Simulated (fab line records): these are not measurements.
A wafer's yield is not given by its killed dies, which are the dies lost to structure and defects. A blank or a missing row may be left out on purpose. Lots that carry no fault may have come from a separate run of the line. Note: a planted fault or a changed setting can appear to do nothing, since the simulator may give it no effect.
Chamber matching + flow n5Finfet + N5_SDB_ETCH_17 on rieDiel-04 has 4 sister chambers
The step etches SiARC in CF4, target depth 23.4 nm, time 39 s. 14 wafers are shown with their chamber, then 7 later ones without.

WAFERS, EACH WITH ITS CHAMBER
| wafer  | chamber | throttleValvePct (%) | drypumpMotorCurrentA (A) | showerheadPlenumPTorr (Torr) |
|--------|---------|----------------------|--------------------------|------------------------------|
| L077.3 | 2       | 15.16                | 4.9                      | 2.15                         |
| L077.5 | 3       | 15.44                | 6.5                      | 2.21                         |
| L077.6 | 0       | 15.61                | 5.7                      | 2.13                         |
| L081.1 | 0       | 15.60                | 5.8                      | 2.13                         |
| L081.2 | 2       | 15.18                | 4.9                      | 2.15                         |
| L081.5 | 2       | 15.18                | 4.9                      | 2.15                         |
| L082.2 | 2       | 15.17                | 4.9                      | 2.15                         |
| L082.5 | 0       | 15.61                | 5.7                      | 2.13                         |
| L082.6 | 1       | 15.51                | 6.4                      | 2.18                         |
| L085.1 | 2       | 15.19                | 4.9                      | 2.14                         |
| L085.2 | 3       | 15.46                | 6.6                      | 2.20                         |
| L085.3 | 1       | 15.51                | 6.3                      | 2.18                         |
| L087.2 | 2       | 15.19                | 4.9                      | 2.14                         |
| L087.3 | 1       | 15.51                | 6.3                      | 2.18                         |

SIGNATURES, as means of the wafers listed above
| reading               | chamber 0 | chamber 1 | chamber 2 | chamber 3 | scatter within a chamber |
|-----------------------|-----------|-----------|-----------|-----------|--------------------------|
| throttleValvePct      | 15.6067   | 15.5100   | 15.1783   | 15.4500   | 0.00975                  |
| drypumpMotorCurrentA  | 5.733     | 6.333     | 4.900     | 6.550     | 0.0428                   |
| showerheadPlenumPTorr | 2.1300    | 2.1800    | 2.1467    | 2.2050    | 0.00428                  |
Rule: for a wafer and a chamber, the distance is found by dividing, reading by reading, the gap between the wafer's reading and the chamber's mean by the reading's scatter, squaring, summing and taking the root. If the next closest chamber is less than 2 further off than the closest, the wafer can't be placed; otherwise it belongs to the closest. How the scatter is found: for the shown wafers, subtract from each reading the mean of its chamber, square and add these, divide the total by (wafers less chambers), then take the root.

WAFERS WITHOUT THEIR CHAMBER
| wafer  | throttleValvePct (%) | drypumpMotorCurrentA (A) | showerheadPlenumPTorr (Torr) |
|--------|----------------------|--------------------------|------------------------------|
| L087.5 | 15.46                | 6.5                      | 2.20                         |
| L093.1 | 15.21                | 4.9                      | 2.14                         |
| L093.5 | 15.20                | 4.9                      | 2.14                         |
| L093.6 | 15.48                | 6.6                      | 2.20                         |
| L095.2 | 15.24                | 4.9                      | 2.14                         |
| L095.3 | 15.56                | 6.3                      | 2.18                         |
| L095.5 | 15.47                | 6.6                      | 2.20                         |

WHICH CHAMBER EACH WENT THROUGH
| wafer  | from the rows above | in truth |
|--------|---------------------|----------|
| L087.5 | 3                   | 3        |
| L093.1 | 2                   | 2        |
| L093.5 | 2                   | 2        |
| L093.6 | 3                   | 3        |
| L095.2 | 2                   | 2        |
| L095.3 | 1                   | 1        |
| L095.5 | 3                   | 3        |
Placed correctly: 7 of 7. Not placeable from these rows: 0. 0 placed wrongly.
